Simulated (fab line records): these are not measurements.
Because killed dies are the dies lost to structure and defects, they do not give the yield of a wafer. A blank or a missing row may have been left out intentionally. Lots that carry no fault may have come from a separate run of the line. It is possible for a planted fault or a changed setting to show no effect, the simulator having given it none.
Split-lot study || flow n5_finfet || 21 wafers read from 7 lots, route of 1938 steps

THE SPLIT ITSELF
At N5_HKMG_FIN_DESCUM_17 (chemistry O2, time 7.9 s), the setting time_s was moved away from the recipe's 7.9 s on 7 of the 21 wafers read, by -21.4% to +20.8%. This setting was run at the recipe's value on the other wafers.

There is no step in the file separating the split from the reading.

THE READING
CAR-ArF_of_HKMG_FIN_COAT_06.thk_nm (the simulator's own value, which no gauge read), in nm, at N5_HKMG_FIN_ETCH_31 (etches SiARC in CF4, target depth 45.5 nm, time 75.8 s). The file gives no usual value for it. Average 50.9 nm, standard deviation 0.26 nm, over the 14 wafers here run with the recipe.

{"wafer": "L074.1", "tool, chamber at the split": "rie_diel-04, 0,1", "time_s as run, s": 9.544, "against the recipe": "+20.8%", "CAR-ArF_of_HKMG_FIN_COAT_06.thk_nm, nm": 50.2, "against lot-mates on the recipe": -1.4}
{"wafer": "L074.4", "tool, chamber at the split": "rie_diel-04, 3", "time_s as run, s": 7.9, "against the recipe": "recipe", "CAR-ArF_of_HKMG_FIN_COAT_06.thk_nm, nm": 51.6, "against lot-mates on the recipe": "-"}
{"wafer": "L074.6", "tool, chamber at the split": "rie_diel-04, 0,1", "time_s as run, s": 9.544, "against the recipe": "+20.8%", "CAR-ArF_of_HKMG_FIN_COAT_06.thk_nm, nm": 50.4, "against lot-mates on the recipe": -1.2}
{"wafer": "L077.1", "tool, chamber at the split": "rie_diel-04, 3", "time_s as run, s": 6.915, "against the recipe": "-12.5%", "CAR-ArF_of_HKMG_FIN_COAT_06.thk_nm, nm": 51.2, "against lot-mates on the recipe": "+0.6"}
{"wafer": "L077.3", "tool, chamber at the split": "rie_diel-04, 1", "time_s as run, s": 6.915, "against the recipe": "-12.5%", "CAR-ArF_of_HKMG_FIN_COAT_06.thk_nm, nm": 51.6, "against lot-mates on the recipe": "+1.0"}
{"wafer": "L077.5", "tool, chamber at the split": "rie_diel-04, 2", "time_s as run, s": 7.9, "against the recipe": "recipe", "CAR-ArF_of_HKMG_FIN_COAT_06.thk_nm, nm": 50.6, "against lot-mates on the recipe": "-"}
{"wafer": "L079.1", "tool, chamber at the split": "rie_diel-04, 2", "time_s as run, s": 7.9, "against the recipe": "recipe", "CAR-ArF_of_HKMG_FIN_COAT_06.thk_nm, nm": 51, "against lot-mates on the recipe": "-"}
{"wafer": "L079.3", "tool, chamber at the split": "rie_diel-04, 0", "time_s as run, s": 7.9, "against the recipe": "recipe", "CAR-ArF_of_HKMG_FIN_COAT_06.thk_nm, nm": 50.8, "against lot-mates on the recipe": "-"}
{"wafer": "L079.4", "tool, chamber at the split": "rie_diel-04, 3", "time_s as run, s": 6.211, "against the recipe": "-21.4%", "CAR-ArF_of_HKMG_FIN_COAT_06.thk_nm, nm": 52, "against lot-mates on the recipe": "+1.1"}
{"wafer": "L081.1", "tool, chamber at the split": "rie_diel-04, 0", "time_s as run, s": 7.9, "against the recipe": "recipe", "CAR-ArF_of_HKMG_FIN_COAT_06.thk_nm, nm": 50.8, "against lot-mates on the recipe": "-"}
{"wafer": "L081.3", "tool, chamber at the split": "rie_diel-04, 3", "time_s as run, s": 6.349, "against the recipe": "-19.6%", "CAR-ArF_of_HKMG_FIN_COAT_06.thk_nm, nm": 51.8, "against lot-mates on the recipe": "+0.9"}
{"wafer": "L081.6", "tool, chamber at the split": "rie_diel-04, 2", "time_s as run, s": 7.9, "against the recipe": "recipe", "CAR-ArF_of_HKMG_FIN_COAT_06.thk_nm, nm": 51, "against lot-mates on the recipe": "-"}
{"wafer": "L087.1", "tool, chamber at the split": "rie_diel-03, 2,3", "time_s as run, s": 7.9, "against the recipe": "recipe", "CAR-ArF_of_HKMG_FIN_COAT_06.thk_nm, nm": 50.8, "against lot-mates on the recipe": "-"}
{"wafer": "L087.2", "tool, chamber at the split": "rie_diel-03, 1", "time_s as run, s": 7.9, "against the recipe": "recipe", "CAR-ArF_of_HKMG_FIN_COAT_06.thk_nm, nm": 50.8, "against lot-mates on the recipe": "-"}
{"wafer": "L087.3", "tool, chamber at the split": "rie_diel-03, 2,3", "time_s as run, s": 7.9, "against the recipe": "recipe", "CAR-ArF_of_HKMG_FIN_COAT_06.thk_nm, nm": 50.8, "against lot-mates on the recipe": "-"}
{"wafer": "L088.2", "tool, chamber at the split": "rie_diel-04, 3,2", "time_s as run, s": 7.9, "against the recipe": "recipe", "CAR-ArF_of_HKMG_FIN_COAT_06.thk_nm, nm": 51, "against lot-mates on the recipe": "-"}
{"wafer": "L088.3", "tool, chamber at the split": "rie_diel-04, 3,2", "time_s as run, s": 7.9, "against the recipe": "recipe", "CAR-ArF_of_HKMG_FIN_COAT_06.thk_nm, nm": 51, "against lot-mates on the recipe": "-"}
{"wafer": "L088.6", "tool, chamber at the split": "rie_diel-04, 2", "time_s as run, s": 7.9, "against the recipe": "recipe", "CAR-ArF_of_HKMG_FIN_COAT_06.thk_nm, nm": 50.4, "against lot-mates on the recipe": "-"}
{"wafer": "L092.1", "tool, chamber at the split": "rie_diel-03, 0,1", "time_s as run, s": 7.9, "against the recipe": "recipe", "CAR-ArF_of_HKMG_FIN_COAT_06.thk_nm, nm": 51, "against lot-mates on the recipe": "-"}
{"wafer": "L092.6", "tool, chamber at the split": "rie_diel-03, 0,1", "time_s as run, s": 7.9, "against the recipe": "recipe", "CAR-ArF_of_HKMG_FIN_COAT_06.thk_nm, nm": 51, "against lot-mates on the recipe": "-"}
{"wafer": "L092.5", "tool, chamber at the split": "rie_diel-03, 0", "time_s as run, s": 8.945, "against the recipe": "+13.2%", "CAR-ArF_of_HKMG_FIN_COAT_06.thk_nm, nm": 50.4, "against lot-mates on the recipe": -0.6}
The file does not say which wafer passed through which chamber wherever a row lists several chambers: such a row stands for several wafers.

THE FIT
A straight line over all 21 wafers: CAR-ArF_of_HKMG_FIN_COAT_06.thk_nm changes by -0.0386 nm for each +1% of time_s; r = -0.86; the points scatter about the line by 0.25 nm.
The same after taking each lot's own level away (the mean of its wafers on the recipe; 21 wafers): -0.0562 nm for each +1%; r = -0.97; scatter 0.16 nm.
Per that fit: largest time_s move, reading shift of 1.2 nm.
Across the lots, their own levels run from 50.60 to 51.60 nm, a range of 3.9 times the standard deviation given above.
So the lot-to-lot level changes the slope: the two fits differ.
Check: +1.22 nm against its lot-mates is what the line predicts for one of the wafers moved furthest among these (-21.4%) when that wafer is left out of the fit. Against them it came out at +1.1 nm.

FURTHER SPLITS ON THESE WAFERS
These wafers also went through other splits before the reading. Each is held against what the fit with the lots' levels taken away leaves over:
{"other split on the same wafers": "N5_SD_EPI_P_EPI_21 temp_c", "wafers away from the commonest value": 9, "r with CAR-ArF_of_HKMG_FIN_COAT_06.thk_nm (lot level and that fit taken away)": "+0.01"}
{"other split on the same wafers": "N5_HKMG_FIN_EXPOSE_46 dose_mj", "wafers away from the commonest value": 9, "r with CAR-ArF_of_HKMG_FIN_COAT_06.thk_nm (lot level and that fit taken away)": -0.11}
{"other split on the same wafers": "N5_HKMG_FIN_ETCH_55 bias_w", "wafers away from the commonest value": 9, "r with CAR-ArF_of_HKMG_FIN_COAT_06.thk_nm (lot level and that fit taken away)": -0.32}

THE WHOLE CHAIN: every reading that the file lists as answering this split, in the file's order
{"step": "N5_HKMG_FIN_DESCUM_17", "what it does": "chemistry O2, time 7.9 s", "reading": "CAR-ArF_of_HKMG_FIN_COAT_06.thk_nm (the simulator's own value, which no gauge read)", "change (the file's fit)": "-0.0499 nm for each +1% of the setting", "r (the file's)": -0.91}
{"step": "N5_HKMG_FIN_ETCH_31", "what it does": "etches SiARC in CF4, target depth 45.5 nm, time 75.8 s", "reading": "CAR-ArF_of_HKMG_FIN_COAT_06.thk_nm (the simulator's own value, which no gauge read)", "change (the file's fit)": "-0.0536 nm for each +1% of the setting", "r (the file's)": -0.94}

FILE'S OWN FIT
CAR-ArF_of_HKMG_FIN_COAT_06.thk_nm changes by -0.0536 nm for each +1% of time_s, r = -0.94.
